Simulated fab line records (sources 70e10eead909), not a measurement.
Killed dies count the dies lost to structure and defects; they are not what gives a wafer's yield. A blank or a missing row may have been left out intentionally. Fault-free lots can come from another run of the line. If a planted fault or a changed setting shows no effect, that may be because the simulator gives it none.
fab line records | flow nand_harc
record: lots: 24 wafers: 72 last_day: 33
route steps=1302 shown P_BONDPAD@375 A_ONON_D1@427 A_CHANNEL_HOLE_D1@466
lots that met no fault: taken from a fault-free run of the same line
start_h: start of the lot's first displayed wafer, in hours after the record's first day | wait_h: hours elapsed since this lot's preceding step | " same as the row above | L1.1+2: several wafers, shown together as one row | - no value, or no start given | * or withheld: withheld | < > ~ a bound
route shown NAME@n: a module of which the file shows steps, and the number in the route of the first | usual: average and standard deviation across the fault-free wafers | same: alike in all rows | chamber/n: place in a boat | sites: each site's reading | _std_site: standard deviation of those values | _edge_site: outer sites' mean less inner sites' | radius_mm: how far each site lies from the wafer's centre | mask NAME#n: copy n | behind: tool/chamber where the wafer was last shaped | hold: cause of the lot's hold/its duration in hours/its outcome | device: the transistor (n, p or np) that didn't switch | end of line: tests run on the same wafers once the route is complete | a step with no rows: only its recipe | killed: count of dies lost to structure and defects at first sort (not the wafer's yield) | map: a wafer's dies, marking killed ones x, the rest . and places with no die _
set.NAME: the setting that was run; set.NAME@STEP: the one run at that earlier step | model.NAME: the simulator's own value behind a step, which no gauge read
steps of the route over a sample of lots; a table a step, a row a wafer
services: when a tool's chamber went out of use (start_h, in hours from the record's first day, below 0 if earlier), for how many hours, and the reason
== steps ==
step: NHARC_P_BONDPAD_PRE_CLEAN_26
recipe: time_s: 30 temp_c: 280 gas: H2/He
usual: heater_power_w: 413/49
same: time_s: 30
columns lot.wafer tool chamber start_h wait_h heater_power_w
L074.1 pvd_sputter-01 - - - 494
L074.6 " - " " 492
L074.5 " - " " 379
L075.3 pvd_sputter-01 - - - 496
L075.4 " - " " 392
L075.6 " - " " 493
L076.1 pvd_sputter-03 - - - 383
L076.3 " - " " 378
L076.6 " - " " 367
L077.3 pvd_sputter-02 - - - 482
L077.4 " - " " 381
L077.6 " - " " 387
L078.1 pvd_sputter-02 - - - 351
L078.2 " - " " 382
L078.6 " - " " 468
L079.2 pvd_sputter-01 - - - 398
L079.3 " - " " 492
L079.6 " - " " 381
L080.4 pvd_sputter-02 - - - 489
L080.1 " - " " 356
L080.2 " - " " 393
L081.3 pvd_sputter-02 - - - 388
L081.6 " - " " 375
L081.5 " - " " 391
L082.3 pvd_sputter-01 - - - 376
L082.6 " - " " 483
L082.5 " - " " 388
L083.4 pvd_sputter-02 - - - 364
L083.3 " - " " 388
L083.2 " - " " 474
L084.3 pvd_sputter-02 - - - 492
L084.5 " - " " 402
L084.6 " - " " 484
L085.1 pvd_sputter-01 - - - 388
L085.2 " - " " 451
L085.6 " - " " 424
L086.4 pvd_sputter-01 - - - 388
L086.5 " - " " 405
L086.6 " - " " 501
L087.4 pvd_sputter-03 - - - 436
L087.1 " - " " 385
L087.6 " - " " 367
L088.2 pvd_sputter-01 - - - 459
L088.3 " - " " 419
L088.1 " - " " 384
L089.3 pvd_sputter-01 - - - 399
L089.5 " - " " 418
L089.6 " - " " 504
L090.3 pvd_sputter-03 - - - 349
L090.4 " - " " 393
L090.6 " - " " 410
L091.3 pvd_sputter-02 - - - 374
L091.1 " - " " 472
L091.5 " - " " 371
L092.4 pvd_sputter-01 - - - 455
L092.3 " - " " 489
L092.6 " - " " 458
L093.4 pvd_sputter-02 - - - 343
L093.3 " - " " 475
L093.5 " - " " 369
L094.1 pvd_sputter-01 - - - 415
L094.2 " - " " 396
L094.5 " - " " 422
L095.4 pvd_sputter-03 - - - 375
L095.5 " - " " 374
L095.6 " - " " 486
L096.3 pvd_sputter-02 - - - 374
L096.2 " - " " 376
L096.5 " - " " 340
L097.3 pvd_sputter-03 - - - 369
L097.4 " - " " 361
L097.5 " - " " 365
step: NHARC_P_BONDPAD_PVD_27
recipe: target_thk_a: 300 chamber_pressure_pa: 5 power_w: 5000 substrate_temp_c: 30 time_s: 20.49 material: Cu
usual: throttle_valve_pct: 29.7/0.84
same: time_s: 20.49
columns lot.wafer tool chamber start_h wait_h throttle_valve_pct
L074.1 pvd_sputter-01 - - - 29.2
L074.5 " - " " 30.2
L074.6 " - " " 29.3
L075.4 pvd_sputter-01 - - - 29.0
L075.3 " - " " 29.6
L075.6 " - " " 28.8
L076.1 pvd_sputter-03 - - - 31.0
L076.3 " - " " 30.2
L076.6 " - " " 30.9
L077.3 pvd_sputter-02 - - - 30.4
L077.4 " - " " 27.5
L077.6 " - " " 30.2
L078.1 pvd_sputter-02 - - - 30.0
L078.2 " - " " 27.4
L078.6 " - " " 29.9
L079.3 pvd_sputter-01 - - - 29.3
L079.2 " - " " 28.3
L079.6 " - " " 29.5
L080.1 pvd_sputter-02 - - - 30.3
L080.4 " - " " 29.9
L080.2 " - " " 27.6
L081.3 pvd_sputter-02 - - - 29.6
L081.5 " - " " 27.8
L081.6 " - " " 30.0
L082.3 pvd_sputter-01 - - - 30.1
L082.6 " - " " 29.5
L082.5 " - " " 29.4
L083.2 pvd_sputter-02 - - - 30.2
L083.4 " - " " 29.9
L083.3 " - " " 29.8
L084.3 pvd_sputter-02 - - - 29.8
L084.6 " - " " 29.6
L084.5 " - " " 27.8
L085.2 pvd_sputter-01 - - - 30.3
L085.1 " - " " 28.9
L085.6 " - " " 29.9
L086.4 pvd_sputter-01 - - - 29.9
L086.6 " - " " 29.2
L086.5 " - " " 28.9
L087.4 pvd_sputter-03 - - - 30.2
L087.1 " - " " 30.7
L087.6 " - " " 29.0
L088.3 pvd_sputter-01 - - - 28.8
L088.2 " - " " 30.6
L088.1 " - " " 29.0
L089.3 pvd_sputter-01 - - - 30.3
L089.5 " - " " 30.1
L089.6 " - " " 29.0
L090.4 pvd_sputter-03 - - - 29.2
L090.3 " - " " 30.7
L090.6 " - " " 30.2
L091.3 pvd_sputter-02 - - - 28.7
L091.1 " - " " 29.7
L091.5 " - " " 29.0
L092.4 pvd_sputter-01 - - - 29.2
L092.3 " - " " 29.1
L092.6 " - " " 29.9
L093.4 pvd_sputter-02 - - - 29.0
L093.3 " - " " 30.0
L093.5 " - " " 29.7
L094.1 pvd_sputter-01 - - - 30.0
L094.2 " - " " 30.4
L094.5 " - " " 29.2
L095.4 pvd_sputter-03 - - - 31.0
L095.5 " - " " 31.4
L095.6 " - " " 30.5
L096.3 pvd_sputter-02 - - - 30.1
L096.2 " - " " 28.8
L096.5 " - " " 29.8
L097.3 pvd_sputter-03 - - - 30.9
L097.4 " - " " 29.1
L097.5 " - " " 30.8
step: NHARC_P_BONDPAD_INSPECT_23
usual: raw_defect_count: 328/120
columns lot.wafer tool chamber start_h wait_h raw_defect_count
L074.1 defect_inspect-01 - 135.35 0.0 277
L074.5 " - " " 321
L074.6 " - " " 256
L075.3 defect_inspect-01 - 148.92 0.0 445
L075.4 " - " " 411
L075.6 " - " " 187
L076.1 defect_inspect-02 - 151.82 0.0 685
L076.3 " - " " 524
L076.6 " - " " 768
L077.3 defect_inspect-02 - 170.74 0.0 404
L077.4 " - " " 527
L077.6 " - " " 282
L078.1 defect_inspect-02 - 174.15 0.0 302
L078.2 " - " " 363
L078.6 " - " " 454
L079.2 defect_inspect-02 - 184.92 0.0 171
L079.3 " - " " 254
L079.6 " - " " 205
L080.1 defect_inspect-01 - 196.93 0.0 406
L080.2 " - " " 334
L080.4 " - " " 296
L081.3 defect_inspect-02 - 203.48 0.0 336
L081.5 " - " " 399
L081.6 " - " " 351
L082.3 defect_inspect-01 - 221.62 0.0 436
L082.5 " - " " 256
L082.6 " - " " 331
L083.2 defect_inspect-02 - 227.03 0.0 200
L083.3 " - " " 411
L083.4 " - " " 347
L084.3 defect_inspect-01 - 235.51 0.0 247
L084.5 " - " " 325
L084.6 " - " " 285
L085.1 defect_inspect-02 - 247.73 0.0 258
L085.2 " - " " 228
L085.6 " - " " 206
L086.4 defect_inspect-02 - 258.36 0.0 217
L086.5 " - " " 308
L086.6 " - " " 204
L087.1 defect_inspect-01 - 267.61 0.0 369
L087.4 " - " " 449
L087.6 " - " " 253
L088.1 defect_inspect-02 - 288.37 0.0 319
L088.2 " - " " 384
L088.3 " - " " 326
L089.3 defect_inspect-01 - 291.23 0.0 407
L089.5 " - " " 234
L089.6 " - " " 251
L090.3 defect_inspect-02 - 298.48 0.0 175
L090.4 " - " " 170
L090.6 " - " " 444
L091.1 defect_inspect-02 - 307.01 0.0 167
L091.3 " - " " 230
L091.5 " - " " 266
L092.3 defect_inspect-01 - 319.21 0.0 529
L092.4 " - " " 314
L092.6 " - " " 277
L093.3 defect_inspect-01 - 333.38 0.0 340
L093.4 " - " " 144
L093.5 " - " " 735
L094.1 defect_inspect-02 - 343.91 0.0 379
L094.2 " - " " 418
L094.5 " - " " 428
L095.4 defect_inspect-01 - 367.10 0.0 335
L095.5 " - " " 227
L095.6 " - " " 236
L096.2 defect_inspect-02 - 375.59 0.0 220
L096.3 " - " " 326
L096.5 " - " " 198
L097.3 defect_inspect-02 - 377.06 0.0 472
L097.4 " - " " 320
L097.5 " - " " 323
step: NHARC_A_ONON_D1_THK_MEAS_05
recipe: thk_meas_gauge: ellipsometry
usual: thk_nm: 996/14
columns lot.wafer tool chamber start_h wait_h thk_nm
L074.1 film_metro-01 - 156.90 - 995
L074.5 " - " " 996
L074.6 " - " " 995
L075.3 film_metro-02 - 172.88 - 986
L075.4 " - " " 985
L075.6 " - " " 985
L076.1 film_metro-01 - 172.88 - 1007
L076.3 " - " " 1006
L076.6 " - " " 1007
L077.3 film_metro-01 - 194.71 - 971
L077.4 " - " " 973
L077.6 " - " " 974
L078.1 film_metro-01 - 198.20 - 1015
L078.2 " - " " 1013
L078.6 " - " " 1015
L079.2 film_metro-02 - 211.28 - 994
L079.3 " - " " 993
L079.6 " - " " 994
L080.1 film_metro-02 - 220.36 - 980
L080.2 " - " " 979
L080.4 " - " " 978
L081.3 film_metro-01 - 231.06 - 1017
L081.5 " - " " 1016
L081.6 " - " " 1018
L082.3 film_metro-01 - 247.49 - 1019
L082.5 " - " " 1018
L082.6 " - " " 1017
L083.2 film_metro-02 - 251.10 - 993
L083.3 " - " " 994
L083.4 " - " " 994
L084.3 film_metro-01 - 261.91 - 980
L084.5 " - " " 978
L084.6 " - " " 980
L085.1 film_metro-01 - 274.39 - 973
L085.2 " - " " 975
L085.6 " - " " 970
L086.4 film_metro-01 - 282.38 - 1027
L086.5 " - " " 1028
L086.6 " - " " 1028
L087.1 film_metro-02 - 291.91 - 992
L087.4 " - " " 995
L087.6 " - " " 992
L089.3 film_metro-01 - 313.23 - 993
L089.5 " - " " 994
L089.6 " - " " 993
L088.1 film_metro-02 - 313.23 - 989
L088.2 " - " " 987
L088.3 " - " " 989
L090.3 film_metro-01 - 324.48 - 998
L090.4 " - " " 995
L090.6 " - " " 997
L091.1 film_metro-02 - 333.54 - 996
L091.3 " - " " 993
L091.5 " - " " 993
L092.3 film_metro-02 - 345.50 - 997
L092.4 " - " " 996
L092.6 " - " " 994
L093.3 film_metro-01 - 362.40 - 1006
L093.4 " - " " 1007
L093.5 " - " " 1007
L094.1 film_metro-01 - 372.93 - 1005
L094.2 " - " " 1006
L094.5 " - " " 1006
L095.4 film_metro-02 - 393.15 - 996
L095.5 " - " " 997
L095.6 " - " " 996
L097.3 film_metro-01 - 399.42 - 984
L097.4 " - " " 984
L097.5 " - " " 984
L096.2 film_metro-02 - 399.43 - 989
L096.3 " - " " 989
L096.5 " - " " 988
step: NHARC_A_CHANNEL_HOLE_D1_ETCH_38
recipe: target_depth_a: 390 over_etch_frac: 0.3 time_s: 65 ion_energy_ev: 80 cf4_flow_sccm: 150 ar_flow_sccm: 0 rf_w: 300 bias_w: 100 chemistry: CF4
usual: drypump_motor_current_A: 5.8/0.44 oes_product_au: 1.002/0.01 rf_vpp_V: 151.3/1.4 showerhead_plenum_p_Torr: 1.77/0.083 throttle_valve_pct: 13.284/0.009
same: time_s: 65
columns lot.wafer tool chamber start_h wait_h drypump_motor_current_A oes_product_au rf_hours_counter_h rf_vpp_V showerhead_plenum_p_Torr throttle_valve_pct
L074.1 rie_diel-06 3 173.56 0.1 5.3 0.984 2 152.2 1.86 13.295
L074.5 " 0 " " 6.5 0.991 - 151.1 1.71 13.298
L074.6 " 1 " " 5.7 1.000 - 152.0 1.87 13.298
L076.1 rie_diel-13 2 188.96 0.1 6.5 0.997 3 150.2 1.74 13.284
L076.3 " 3 " " 5.5 1.003 3 150.2 1.70 13.293
L076.6 " 2 " " 6.6 0.996 - 151.9 1.74 13.299
L075.4 rie_diel-06 3 189.47 0.1 5.3 1.001 3 151.9 1.86 13.274
L075.3 " 0 " " 6.5 0.997 3 150.0 1.71 13.292
L075.6 " 2 " " 6.1 1.004 - 153.4 1.86 13.279
L077.3 rie_diel-13 0 210.42 0.1 5.5 0.981 9 151.6 1.65 13.285
L077.6 " 3 " " 5.5 0.998 - 150.7 1.70 13.293
L077.4 " 0 " " 5.5 0.976 - 149.2 1.65 13.287
L078.1 rie_diel-13 3 210.83 0.1 5.5 1.002 9 152.6 1.70 13.291
L078.2 " 1 " " 5.4 1.014 9 148.4 1.70 13.284
L078.6 " 1 " " 5.4 1.007 - 150.3 1.70 13.302
L079.3 rie_diel-06 0 226.81 0.1 6.5 0.992 5 150.2 1.71 13.280
L079.2 " 2 " " 6.1 1.021 6 152.3 1.86 13.290
L079.6 " 3 " " 5.3 1.001 - 151.4 1.86 13.281
L080.4 rie_diel-06 3 240.41 0.1 5.3 0.994 8 153.6 1.86 13.286
L080.2 " 0 " " 6.5 0.997 7 150.3 1.71 13.281
L080.1 " 1 " " 5.8 1.011 7 152.7 1.87 13.270
L081.3 rie_diel-06 0 247.12 0.1 6.5 0.993 8 150.3 1.71 13.277
L081.6 " 3 " " 5.3 0.990 - 153.8 1.86 13.294
L081.5 " 0 " " 6.5 0.993 - 150.8 1.71 13.295
L082.3 rie_diel-06 0 264.18 0.1 6.5 0.988 9 149.7 1.71 13.289
L082.5 " 0 " " 6.5 1.000 - 150.6 1.71 13.292
L082.6 " 1 " " 5.7 1.013 - 151.0 1.86 13.278
L083.3 rie_diel-13 1 270.68 0.1 5.4 1.005 26 149.7 1.69 13.284
L083.2 " 3 " " 5.5 0.996 30 150.0 1.70 13.285
L083.4 " 0 " " 5.5 0.981 26 149.9 1.65 13.287
L084.3 rie_diel-06 3 277.07 0.1 5.3 0.998 10 152.7 1.86 13.298
L084.5 " 2 " " 6.1 1.016 - 151.6 1.86 13.281
L084.6 " 3 " " 5.3 0.992 - 153.2 1.86 13.298
L085.2 rie_diel-12 3 290.62 0.1 5.9 0.983 6 151.6 1.78 13.282
L085.1 " 1 " " 5.4 1.008 6 150.9 1.67 13.278
L085.6 " 3 " " 5.9 0.987 - 150.6 1.78 13.284
L086.4 rie_diel-06 1 299.49 0.1 5.7 1.010 11 152.9 1.86 13.292
L086.5 " 0 " " 6.5 0.994 - 150.7 1.71 13.288
L086.6 " 1 " " 5.7 1.011 - 151.8 1.86 13.288
L087.4 rie_diel-13 0 314.19 0.1 5.5 1.007 43 150.0 1.64 13.291
L087.1 " 2 " " 6.6 1.000 45 150.8 1.73 13.294
L087.6 " 0 " " 5.5 1.003 - 149.1 1.64 13.290
L088.1 rie_diel-06 1 330.65 0.1 5.8 1.001 1 152.4 1.86 13.253
L088.3 " 2 " " 6.2 1.004 1 153.7 1.86 13.286
L088.2 " 3 " " 5.3 1.021 1 152.2 1.86 13.273
L089.3 rie_diel-12 0 331.39 0.1 5.6 1.015 19 150.4 1.68 13.276
L089.5 " 3 " " 5.9 1.001 - 152.2 1.78 13.301
L089.6 " 0 " " 5.6 1.025 - 149.6 1.68 13.290
L090.4 rie_diel-06 1 339.62 0.1 5.8 0.998 2 153.4 1.86 13.289
L090.3 " 0 " " 6.5 0.991 2 150.9 1.71 13.280
L090.6 " 1 " " 5.7 0.997 - 151.5 1.86 13.288
L091.1 rie_diel-06 1 351.68 0.1 5.7 1.005 3 150.9 1.86 13.266
L091.3 " 2 " " 6.1 1.019 3 152.7 1.86 13.271
L091.5 " 3 " " 5.3 1.001 - 152.6 1.86 13.282
L092.4 rie_diel-06 1 361.28 0.1 5.7 1.006 3 152.6 1.86 13.288
L092.3 " 3 " " 5.3 0.993 4 152.4 1.86 13.282
L092.6 " 1 " " 5.7 1.006 - 152.8 1.86 13.255
L093.3 rie_diel-06 1 382.56 0.1 5.7 1.015 6 152.9 1.86 13.280
L093.4 " 2 " " 6.1 1.026 6 151.4 1.86 13.271
L093.5 " 1 " " 5.7 1.016 - 153.4 1.86 13.283
L094.2 rie_diel-13 1 391.59 0.1 5.4 1.009 16 150.0 1.68 13.274
L094.1 " 2 " " 6.5 1.014 16 151.0 1.73 13.281
L094.5 " 0 " " 5.5 1.006 - 152.5 1.90 13.270
L095.4 rie_diel-13 2 411.44 0.1 6.6 1.001 24 151.5 1.72 13.275
L095.5 " 2 " " 6.6 1.003 - 150.0 1.73 13.278
L095.6 " 3 " " 5.5 1.004 - 150.6 1.68 13.296
L096.2 rie_diel-06 3 414.59 0.1 5.3 1.012 8 151.8 1.85 13.293
L096.3 " 1 " " 5.7 1.004 8 152.9 1.86 13.275
L096.5 " 2 " " 6.2 0.999 - 151.7 1.85 13.285
L097.3 rie_diel-12 0 414.89 0.1 5.6 1.019 48 150.8 1.67 13.295
L097.5 " 0 " " 5.6 1.014 - 148.8 1.67 13.277
L097.4 " 1 " " 5.4 0.995 - 149.4 1.66 13.288
step: NHARC_A_CHANNEL_HOLE_D1_STRIP_27
recipe: o2_flow_sccm: 500 ar_flow_sccm: 0 bias_w: 0 chemistry: O2
usual: drypump_motor_current_A: 5.9/0.43 oes_product_au: 1.002/0.01 rf_vpp_V: 58.0/0.91 showerhead_plenum_p_Torr: 3.63/0.14 throttle_valve_pct: 17.036/0.0084
columns lot.wafer tool chamber start_h wait_h drypump_motor_current_A oes_product_au rf_hours_counter_h rf_vpp_V showerhead_plenum_p_Torr throttle_valve_pct
L074.1 rie_diel-06 1 - - 5.8 1.009 3 57.8 3.72 17.022
L074.6 " 3 " " 5.3 1.007 - 58.5 3.71 17.041
L074.5 " 0 " " 6.5 1.006 - 56.6 3.41 17.031
L075.3 rie_diel-12 0 - - 5.6 1.010 33 57.3 3.37 17.051
L075.4 " 1 " " 5.4 1.006 25 56.7 3.34 17.035
L075.6 " 2 " " 6.0 0.999 - 57.9 3.67 17.026
L076.1 rie_diel-06 1 - - 5.8 1.008 4 60.0 3.72 17.039
L076.3 " 0 " " 6.5 0.989 4 56.4 3.41 17.026
L076.6 " 2 " " 6.2 1.004 - 57.5 3.71 17.047
L077.3 rie_diel-06 2 - - 6.2 1.013 6 58.8 3.71 17.038
L077.4 " 1 " " 5.7 0.997 6 57.8 3.72 17.046
L077.6 " 2 " " 6.2 0.993 - 58.7 3.71 17.038
L078.2 rie_diel-06 0 - - 6.5 0.989 5 57.9 3.41 17.034
L078.1 " 1 " " 5.8 1.001 6 58.6 3.72 17.046
L078.6 " 3 " " 5.3 1.002 - 58.7 3.71 17.034
L079.2 rie_diel-06 0 - - 6.5 0.981 6 58.0 3.41 17.033
L079.3 " 2 " " 6.2 1.003 7 59.4 3.71 17.047
L079.6 " 1 " " 5.8 1.006 - 59.4 3.72 17.041
L080.4 rie_diel-06 3 - - 5.3 1.002 8 57.2 3.71 17.029
L080.1 " 1 " " 5.7 1.005 8 58.1 3.72 17.031
L080.2 " 2 " " 6.2 1.013 9 59.9 3.71 17.043
L081.3 rie_diel-06 1 - - 5.7 0.996 8 58.9 3.72 17.019
L081.5 " 3 " " 5.3 1.001 - 56.7 3.71 17.044
L081.6 " 0 " " 6.5 0.982 - 57.5 3.41 17.041
L082.3 rie_diel-06 3 - - 5.3 0.992 10 58.1 3.71 17.034
L082.5 " 1 " " 5.7 1.005 - 56.5 3.72 17.039
L082.6 " 2 " " 6.1 1.017 - 58.6 3.71 17.044
L083.2 rie_diel-06 2 - - 6.2 1.020 10 57.2 3.71 17.020
L083.4 " 3 " " 5.3 0.996 10 58.3 3.71 17.047
L083.3 " 0 " " 6.5 0.990 10 58.2 3.41 17.042
L084.3 rie_diel-06 3 - - 5.3 0.989 11 58.4 3.71 17.051
L084.6 " 3 " " 5.3 1.001 - 59.1 3.71 17.034
L084.5 " 0 " " 6.5 0.993 - 58.2 3.41 17.035
L085.1 rie_diel-06 2 - - 6.2 1.005 12 59.0 3.71 17.040
L085.2 " 3 " " 5.3 1.005 11 56.8 3.71 17.035
L085.6 " 3 " " 5.3 0.987 - 58.2 3.71 17.042
L086.4 rie_diel-12 3 - - 5.9 0.992 12 58.8 3.55 17.032
L086.5 " 0 " " 5.6 1.022 - 57.1 3.36 17.049
L086.6 " 1 " " 5.5 0.988 - 57.3 3.32 17.035
L087.1 rie_diel-06 2 - - 6.1 1.011 0 59.3 3.70 17.039
L087.6 " 2 " " 6.2 1.005 - 57.9 3.71 17.034
L087.4 " 3 " " 5.3 1.003 - 59.1 3.71 17.037
L088.2 rie_diel-06 1 - - 5.8 1.016 1 58.4 3.72 17.028
L088.1 " 2 " " 6.2 1.016 2 58.0 3.71 17.021
L088.3 " 3 " " 5.3 1.017 2 59.3 3.70 17.051
L089.3 rie_diel-06 3 - - 5.3 1.003 2 57.0 3.70 17.034
L089.5 " 3 " " 5.3 0.999 - 59.0 3.70 17.042
L089.6 " 0 " " 6.5 0.994 - 57.0 3.41 17.056
L090.4 rie_diel-06 1 - - 5.7 0.999 3 57.2 3.72 17.031
L090.3 " 3 " " 5.3 1.007 3 57.6 3.70 17.030
L090.6 " 1 " " 5.8 0.999 - 58.0 3.72 17.036
L091.3 rie_diel-06 3 - - 5.3 1.009 4 58.0 3.70 17.029
L091.1 " 0 " " 6.5 0.991 4 56.6 3.40 17.032
L091.5 " 2 " " 6.1 1.014 - 58.5 3.70 17.054
L092.4 rie_diel-06 1 - - 5.8 1.009 4 58.0 3.72 17.051
L092.3 " 2 " " 6.2 1.008 5 57.2 3.70 17.034
L092.6 " 3 " " 5.3 1.000 - 59.4 3.70 17.045
L093.3 rie_diel-06 1 - - 5.8 1.009 6 58.9 3.72 17.035
L093.4 " 2 " " 6.2 1.023 7 58.6 3.70 17.031
L093.5 " 2 " " 6.1 1.018 - 57.7 3.70 17.023
L094.2 rie_diel-06 2 - - 6.1 1.018 7 59.7 3.70 17.043
L094.1 " 1 " " 5.8 0.995 7 58.0 3.72 17.045
L094.5 " 2 " " 6.2 1.009 - 58.0 3.70 17.021
L095.4 rie_diel-06 1 - - 5.8 0.995 9 58.4 3.71 17.046
L095.5 " 1 " " 5.8 0.999 - 58.2 3.71 17.044
L095.6 " 2 " " 6.2 1.004 - 59.0 3.70 17.039
L096.2 rie_diel-06 1 - - 5.8 1.004 9 57.1 3.71 17.043
L096.3 " 3 " " 5.3 1.000 9 57.5 3.70 17.044
L096.5 " 2 " " 6.2 1.010 - 60.1 3.70 17.029
L097.3 rie_diel-06 0 - - 6.5 0.985 9 58.0 3.40 17.047
L097.4 " 1 " " 5.7 1.002 9 58.2 3.71 17.024
L097.5 " 3 " " 5.3 1.012 - 59.9 3.70 17.029
== services ==
columns tool chamber start_h hours kind
rie_diel-13 0 114.49 5.1 repair
rie_diel-13 1 123.98 6.7 repair
rie_diel-06 - 130.20 9.0 pm
rie_diel-06 - 152.03 5.1 repair
pvd_sputter-03 - 152.15 6.9 repair
pvd_sputter-02 - 160.38 1.7 repair
rie_diel-13 - 165.04 9.0 pm
pvd_sputter-03 - 171.58 10.0 pm
pvd_sputter-01 - 175.32 3.9 repair
pvd_sputter-01 - 208.35 10.5 repair
pvd_sputter-01 - 226.00 10.0 pm
rie_diel-06 1 226.15 4.3 repair
rie_diel-06 - 226.25 0.2 repair
pvd_sputter-01 - 248.13 2.1 repair
rie_diel-06 - 271.00 0.3 repair
pvd_sputter-01 - 280.54 0.9 repair
pvd_sputter-02 - 282.00 10.0 pm
rie_diel-06 - 307.20 9.0 pm
rie_diel-06 0 318.28 5.5 repair
pvd_sputter-01 - 330.87 9.8 repair
pvd_sputter-03 - 349.58 10.0 pm
pvd_sputter-03 - 397.99 8.2 repair
pvd_sputter-01 - 404.00 10.0 pm
rie_diel-06 2 404.67 1.7 repair
== key ==
fault none
